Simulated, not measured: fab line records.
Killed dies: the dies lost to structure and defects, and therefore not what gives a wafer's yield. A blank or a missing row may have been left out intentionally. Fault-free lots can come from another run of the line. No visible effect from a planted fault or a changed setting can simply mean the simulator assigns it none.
Comparing a struck lot with a sound one | flow n5-finfet | 16 steps out of a route of 1938
Sound: these wafers, L496.3, L496.4, L496.6. The struck wafers were L489.2, L489.3, L489.6. The cause is named last.
Each step with rows lists, per side, the tool, then ch with its chambers, then its first start. Under that, the readings that differ: sound wafers | struck wafers | difference of the means | sigmas: that difference in standard deviations of wafers without a fault.
alike: words and numbers the same on both sides, and readings whose means are apart by under 2 such deviations; not compared: readings that were withheld, readings missing a value for some wafer, numbers with overlapping values and no deviation given by the record, and bounds like >300 which may hide the same value.
Wherever a step has rows on one side only, a row that says differs or no value, or a row with sigmas, the two part there. Non-overlapping numbers with no deviation appear without sigmas and do not part them. Lack of a reading on every wafer of one side parts them only where that side has two or more wafers.

N5_BEOL_M2_INSPECT_30: inspects for defects (brightfield).
  sound on defect-inspect-02, day 11 01:12; struck on defect-inspect-01, day 9 08:30
  alike: raw-defect-count
N5_BEOL_M2_DESCUM_33: chemistry O2, time 7 s.
  sound on rie-diel-06 ch 1,2, day 11 01:23; struck on rie-diel-01 ch 0,1,3, day 9 08:32
  alike: drypump-motor-current-A, oes-product-au, rf-vpp-V, showerhead-plenum-p-Torr, throttle-valve-pct
  not compared: rf-hours-counter-h
N5_BEOL_M2_ETCH_77: etches underlayer in N2/H2, target depth 6.5 nm, time 5.2 s.
  sound on rie-diel-06 ch 1,2, day 11 01:25; struck on rie-diel-01 ch 0,1,3, day 9 08:34
  alike: bias-w, drypump-motor-current-A, etch-rf-on-time-s, oes-product-au, rf-vpp-V, showerhead-plenum-p-Torr, throttle-valve-pct
  not compared: rf-hours-counter-h
then, 2 steps without rows for these wafers: N5_BEOL_M2_ETCH_69 (etches SiARC in CF4, target depth 15.6 nm, time 26 s); N5_BEOL_M2_ALD_98 (deposits SiO2, target thk 2.5 nm, pulse time 1 s, co reactant pulse time 1 s).
N5_BEOL_M2_ETCHBACK_99: etches SiO2 in CHF3, target depth 5 nm, time 10.4 s.
  sound on rie-diel-01 ch 1,2, day 11 03:28; struck on rie-diel-03 ch 0,3, day 9 08:47
  reading      | sound       | struck      | difference | sigmas
  rf-vpp-V (V) | 237 233 238 | 242 241 243 | +6         | +2
  alike: drypump-motor-current-A, mfc-ar-sccm, oes-product-au, showerhead-plenum-p-Torr, throttle-valve-pct
  not compared: rf-hours-counter-h
N5_BEOL_M2_ETCH_70: etches SOC in N2/H2, target depth 80 nm, overetch 24 nm, time 130 s.
  sound on rie-diel-01 ch 1,2, day 11 03:30; struck on rie-diel-03 ch 0,3, day 9 08:49
  alike: bias-w, drypump-motor-current-A, oes-product-au, rf-vpp-V, showerhead-plenum-p-Torr, throttle-valve-pct
  not compared: rf-hours-counter-h
then, 5 steps without rows for these wafers: N5_BEOL_M2_STRIP_71 (strips in N2/H2); N5_BEOL_M2_STRIP_78 (strips in N2/H2); N5_BEOL_M2_VIA_ETCH_34 (etches the open film in C4F6/O2, target depth 69.4 nm, time 65.9 s); N5_BEOL_M2_STRIP_83 (strips in C4F6/O2); N5_BEOL_M2_STRIP_36 (strips in N2/H2).
N5_BEOL_M2_TRENCH_ETCH_37: etches SiOC in C4F6/O2, target depth 55.555 nm, time 29.2 s.
  sound on rie-diel-01 ch 1,2, day 11 03:43; struck on rie-diel-03 ch 0,3, day 9 09:02
  reading    | sound             | struck            | difference | sigmas
  bias-w (W) | 184.7 184.6 185.1 | 177.8 178.1 177.7 | -6.9       | -15
  alike: drypump-motor-current-A, mfc-ar-sccm, oes-product-au, rf-vpp-V, showerhead-plenum-p-Torr, throttle-valve-pct
  not compared: rf-hours-counter-h
N5_BEOL_M2_ETCH_41: etches SiCN in CH3F/O2, target depth 29.9 nm, time 52.5 s.
  sound on rie-diel-01 ch 1,2; struck on rie-diel-03 ch 0,3
  reading    | sound             | struck            | difference | sigmas
  bias-w (W) | 75.10 75.16 75.44 | 74.47 74.96 74.60 | -0.56      | -3
  alike: drypump-motor-current-A, mfc-ar-sccm, oes-product-au, rf-vpp-V, showerhead-plenum-p-Torr, throttle-valve-pct
  not compared: rf-hours-counter-h
N5_BEOL_M4_RC_MEAS_101:
  sound on prober-02 ch 0, day 12 06:36; struck on prober-01 ch 0, day 10 09:25
  alike: DIBL_N, DIBL_P, IOFF_N, IOFF_P, ION_N, ION_P, SS_N, SS_P, VT_N, VT_P
after that, 1 step had no rows for these wafers: N5_PASSIVATION_PROBE_49.

== WHERE THEY PART ==
First at N5_BEOL_M2_ETCHBACK_99; last, within this record, at N5_BEOL_M2_ETCH_41. Later steps at which nothing parts them and some readings are alike: N5_BEOL_M4_RC_MEAS_101.

WHY: whatever the simulator had introduced
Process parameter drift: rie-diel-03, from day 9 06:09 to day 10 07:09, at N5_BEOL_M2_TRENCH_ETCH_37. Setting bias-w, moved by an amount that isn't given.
